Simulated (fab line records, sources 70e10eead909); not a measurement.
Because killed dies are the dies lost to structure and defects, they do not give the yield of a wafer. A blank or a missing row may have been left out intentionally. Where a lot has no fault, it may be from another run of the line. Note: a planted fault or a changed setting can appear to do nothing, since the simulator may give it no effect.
The tool behind it: which one?    flow nand_harc    12 lots with 36 wafers sampled at 5 steps, on a route of 1302 steps

## WHAT THE GAUGES READ, wafer by wafer
NHARC_END_SORT_01. Usual: killed_at_array 55, standard deviation 15; killed_at_other 1.0, standard deviation 1.2; killed_at_periphery 3.4, standard deviation 2.2; killed_dies 59, standard deviation 15; killed_open 3.2, standard deviation 2; killed_short 2.5, standard deviation 1.7.
lot   measured      on         killed_at_array  killed_at_other  killed_at_periphery  killed_dies  killed_open  killed_short  flag
L449  day 30 00:13  prober-01  676 672 674      1 0 2            0 5 1                677 677 677  4 4 4        0 6 1         OFF
L452  day 30 00:23  prober-02  673 670 672      0 0 1            4 7 4                677 677 677  4 2 7        2 2 2         OFF
L454  day 30 23:55  prober-01  670 668 669      0 0 0            7 9 8                677 677 677  2 3 4        1 4 3         OFF

## EACH LOT AND THE TOOL THAT RAN IT (in order: tool; ch and the chambers of the sampled wafers; start)
lot   NHARC_A_CONTACT_ETCH_128              NHARC_A_CONTACT_ETCH_106            NHARC_A_CONTACT_STRIP_82            NHARC_A_CONTACT_DEP_84
L437  har_cap_etch-02 ch 0,1, day 22 04:17  rie_diel-04 ch 0,1,2, day 22 06:56  rie_diel-04 ch 0,2,3, day 22 07:02  acl_dep-01 ch 0, day 22 08:07
L438  har_cap_etch-03 ch 0,1, day 22 11:19  rie_diel-01 ch 2,3, day 22 13:31    rie_diel-01 ch 2,3, day 22 13:39    acl_dep-01 ch 0, day 22 14:14
L440  har_cap_etch-03 ch 0,1, day 23 00:08  rie_diel-04 ch 1,3, day 23 02:20    rie_diel-04 ch 1,3, day 23 02:28    acl_dep-01 ch 0, day 23 04:47
L441  har_cap_etch-02 ch 0,1, day 23 11:46  rie_diel-04 ch 0,1,3, day 23 13:56  rie_diel-04 ch 0,2,3, day 23 14:01  acl_dep-02 ch 0, day 23 14:52
L442  har_cap_etch-01 ch 0,1, day 23 18:20  rie_diel-01 ch 0,1,3, day 23 21:27  rie_diel-01 ch 1,2,3, day 23 21:32  acl_dep-03 ch 0, day 23 22:07
L443  har_cap_etch-01 ch 0,1, day 24 08:36  rie_diel-04 ch 1,2,3, day 24 11:08  rie_diel-04 ch 0,1, day 24 11:13    acl_dep-03 ch 0, day 24 15:06
L444  har_cap_etch-01 ch 0,1, day 25 05:07  rie_diel-04 ch 1,2, day 25 07:36    rie_diel-04 ch 0,3, day 25 07:43    acl_dep-01 ch 0, day 25 09:07
L446  har_cap_etch-02 ch 0,1, day 25 16:34  rie_diel-01 ch 1,2, day 25 18:43    rie_diel-01 ch 1,2,3, day 25 18:51  acl_dep-03 ch 0, day 25 21:17
L450  har_cap_etch-03 ch 0,1, day 27 06:45  rie_diel-04 ch 0,3, day 27 08:50    rie_diel-04 ch 0,1,2, day 27 08:58  acl_dep-01 ch 0, day 27 13:36
L449  har_cap_etch-02 ch 0,1, day 27 11:27  rie_diel-04 ch 0,1,3, day 27 13:37  rie_diel-04 ch 0,1,3, day 27 13:41  acl_dep-02 ch 0, day 27 15:40
L452  har_cap_etch-03 ch 0,1, day 27 14:20  rie_diel-04 ch 1,2,3, day 27 16:41  rie_diel-04 ch 0,1,2, day 27 16:46  acl_dep-03 ch 0, day 27 17:20
L454  har_cap_etch-01 ch 0,1, day 28 15:04  rie_diel-04 ch 0,1,3, day 28 17:14  rie_diel-04 ch 0,1,2, day 28 17:20  acl_dep-02 ch 0, day 28 18:11
- NHARC_A_CONTACT_ETCH_128: etches the open film in C4F8/O2/Ar, time 197 s, target depth 1918 nm.
- NHARC_A_CONTACT_ETCH_106: etches the open film in CF4/O2, target depth 90 nm, overetch 9 nm, time 49.5 s.
- NHARC_A_CONTACT_STRIP_82: strips in O2.
- NHARC_A_CONTACT_DEP_84: deposits aC, target thk 2800 nm.

## AS READ BY THE TOOLS THEMSELVES (means over the sampled wafers that have a number; for cases with no such wafer, the mark the record gives instead)
NHARC_A_CONTACT_ETCH_106. Usual: drypump_motor_current_A is 6.1 A with standard deviation 0.38, mfc_ar_sccm is 0.013 sccm with standard deviation 0.014, o2_flow_sccm is 20.00 sccm with standard deviation 0.066, oes_product_au is 0.996 a.u. with standard deviation 0.01, rf_vpp_V is 197.8 V with standard deviation 1.4, showerhead_plenum_p_Torr is 1.34 Torr with standard deviation 0.061, and throttle_valve_pct is 13.397 % with standard deviation 0.0089.
lot   tool         drypump_motor_current_A (A)  mfc_ar_sccm (sccm)  o2_flow_sccm (sccm)  oes_product_au (a.u.)  rf_vpp_V (V)  showerhead_plenum_p_Torr (Torr)  throttle_valve_pct (%)  flag
L437  rie_diel-04  6.3                          0.021               19.97                1.010                  198.2         1.34                             13.389                  
L438  rie_diel-01  6.1                          0.005               20.00                1.001                  196.3         1.28                             13.406                  
L440  rie_diel-04  6.5                          0.000               19.98                1.012                  199.6         1.41                             13.396                  
L441  rie_diel-04  6.3                          0.010               20.04                0.999                  199.0         1.36                             13.396                  
L442  rie_diel-01  5.7                          0.013               20.01                1.004                  196.4         1.29                             13.404                  
L443  rie_diel-04  6.4                          0.011               20.04                0.999                  197.1         1.35                             13.395                  
L444  rie_diel-04  6.5                          0.011               19.95                0.993                  198.9         1.39                             13.396                  
L446  rie_diel-01  5.9                          0.016               20.00                0.988                  197.0         1.33                             13.398                  
L450  rie_diel-04  6.2                          0.010               20.01                0.989                  197.3         1.32                             13.392                  
L449  rie_diel-04  6.3                          0.010               20.05                0.991                  197.8         1.35                             13.400                  
L452  rie_diel-04  6.4                          0.011               20.05                0.991                  197.6         1.35                             13.401                  
L454  rie_diel-04  6.3                          0.010               19.91                0.988                  197.3         1.35                             13.399                  

NHARC_A_CONTACT_STRIP_82. Usual: chamber_pressure_mTorr 60.00 mTorr, standard deviation 0.053; drypump_motor_current_A 6.1 A, standard deviation 0.39; mfc_ar_sccm 0.012 sccm, standard deviation 0.014; o2_flow_sccm 500.3 sccm, standard deviation 1.4; oes_product_au 0.997 a.u., standard deviation 0.011; rf_vpp_V 57.9 V, standard deviation 0.87; showerhead_plenum_p_Torr 3.55 Torr, standard deviation 0.16; throttle_valve_pct 17.037 %, standard deviation 0.0092.
lot   tool         chamber_pressure_mTorr (mTorr)  drypump_motor_current_A (A)  mfc_ar_sccm (sccm)  o2_flow_sccm (sccm)  oes_product_au (a.u.)  rf_vpp_V (V)  showerhead_plenum_p_Torr (Torr)  throttle_valve_pct (%)  flag
L437  rie_diel-04  60.02                           6.2                          0.021               499.6                1.005                  57.3          3.45                             17.039                  
L438  rie_diel-01  59.98                           6.2                          0.005               499.1                1.000                  57.5          3.39                             17.036                  
L440  rie_diel-04  60.00                           6.5                          0.000               501.0                1.012                  58.0          3.63                             17.026                  
L441  rie_diel-04  59.97                           6.2                          0.021               500.8                1.004                  58.1          3.45                             17.042                  
L442  rie_diel-01  60.05                           6.0                          0.011               498.6                1.000                  57.6          3.45                             17.033                  
L443  rie_diel-04  59.95                           6.3                          0.010               499.8                0.995                  57.9          3.66                             17.030                  
L444  rie_diel-04  59.95                           6.0                          0.019               500.2                0.991                  57.0          3.45                             17.031                  
L446  rie_diel-01  60.00                           6.0                          0.011               499.9                0.995                  57.6          3.45                             17.034                  
L450  rie_diel-04  59.97                           6.3                          0.021               499.6                0.992                  58.1          3.52                             17.029                  
L449  rie_diel-04  -                               -                            -                   -                    -                      -             -                                -                       OFF
L452  rie_diel-04  -                               -                            -                   -                    -                      -             -                                -                       OFF
L454  rie_diel-04  -                               -                            -                   -                    -                      -             -                                -                       OFF

NHARC_A_CONTACT_DEP_84. Usual: 34.999 % for throttle_valve_pct, sd 0.0097.
lot   tool        throttle_valve_pct (%)  flag
L437  acl_dep-01  34.997                  
L438  acl_dep-01  34.999                  
L440  acl_dep-01  34.990                  
L441  acl_dep-02  34.990                  
L442  acl_dep-03  34.991                  
L443  acl_dep-03  34.993                  
L444  acl_dep-01  35.004                  
L446  acl_dep-03  35.000                  
L450  acl_dep-01  34.999                  
L449  acl_dep-02  35.002                  
L452  acl_dep-03  34.994                  
L454  acl_dep-02  35.002                  

## THE ANSWER, worked out from the rows above alone
Rule: take the mean of a lot's wafers that have a number; if it is more than 3 standard deviations from the usual mean, the lot is off. Also off: a lot with no number at a reading for which 4 or more lots have one. Where the step has rows for the other lots, those lots are counted as sound. First the gauges in route order, then the tools' own readings, where a lot's mean is used as printed above. The first step at which some lot is off is used, and at that step the reading that is off furthest; a lot without a number counts as furthest.
Off: L449, L452, L454, at NHARC_END_SORT_01 (killed_at_array). Neither off nor sound, because the step has no rows for them: L437, L438, L440, L441, L442, L443, L444, L446, L450.
If a tool, at a process step before that reading, ran all the lots that are off and no sound lot after the first of them, it fits. The gauges at NHARC_END_SORT_01 aren't tried: what is off there is off at NHARC_A_CONTACT_STRIP_82 too, on other tools, and a gauge's error can't cause that. One fits: NHARC_A_CONTACT_ETCH_106 and NHARC_A_CONTACT_STRIP_82 on rie_diel-04. It ran no sound lot before its first lot that is off in this sample, so the start can't be narrowed down.

## WHAT THE SIMULATOR PUT IN
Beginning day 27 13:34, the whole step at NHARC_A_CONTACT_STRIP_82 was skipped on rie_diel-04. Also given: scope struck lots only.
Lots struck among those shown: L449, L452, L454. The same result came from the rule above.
